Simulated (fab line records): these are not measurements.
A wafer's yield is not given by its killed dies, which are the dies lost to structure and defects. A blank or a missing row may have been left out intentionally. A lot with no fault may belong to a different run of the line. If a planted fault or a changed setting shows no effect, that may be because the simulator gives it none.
Matching of chambers	flow n5-finfet	N5_BEOL_M6_ALD_77 on ald-metal-01: 4 sister chambers
The step deposits TaN, target thk 2 nm, pulse time 2 s, purge time 3 s. 8 wafers are shown with their chamber, then 9 later ones without.

== WAFERS WITH THEIR CHAMBER ==
wafer	chamber	heater-power-w (W)	chamber-pressure-Torr (Torr)
L084.6	1	404	3.011
L085.4	1	398	3.002
L085.5	0	426	2.987
L089.3	2	419	2.996
L089.6	3	407	2.991
L091.1	2	424	3.000
L091.2	3	392	2.996
L091.6	0	445	2.996

== WAFERS WITH NO CHAMBER GIVEN ==
wafer	heater-power-w (W)	chamber-pressure-Torr (Torr)
L092.1	424	3.001
L092.2	402	2.989
L092.3	455	3.010
L093.3	400	2.999
L093.4	406	2.985
L093.6	423	2.999
L097.2	399	3.005
L097.3	445	3.002
L097.6	435	3.015

== THE CHAMBER EACH PASSED THROUGH ==
wafer	from the rows above	in truth
L092.1	can't be placed: 2 or 0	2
L092.2	can't be placed: 3 or 2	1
L092.3	can't be placed: 0 or 2 or 1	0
L093.3	can't be placed: 3 or 1 or 2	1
L093.4	can't be placed: 3 or 2 or 0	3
L093.6	can't be placed: 2 or 0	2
L097.2	can't be placed: 1 or 3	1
L097.3	can't be placed: 0 or 2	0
L097.6	can't be placed: 2 or 1 or 0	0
0 of 9 placed correctly. From these rows, 9 cannot be placed; in 8 the true chamber is one of the candidates. Wrongly placed: 0.
How it was worked out, from the rows above alone: a wafer's distance from a chamber is the root of the sum, over the readings, of the square of ((its reading less the chamber's mean) divided by the reading's scatter). The wafer belongs to the nearest chamber; if the next one is less than 2 further off, it can't be placed. The mean given for a chamber averages the wafers shown for that chamber. The scatter: take each reading less its chamber's mean, square it, sum over the shown wafers, divide by the number of wafers less the number of chambers, and take the root.
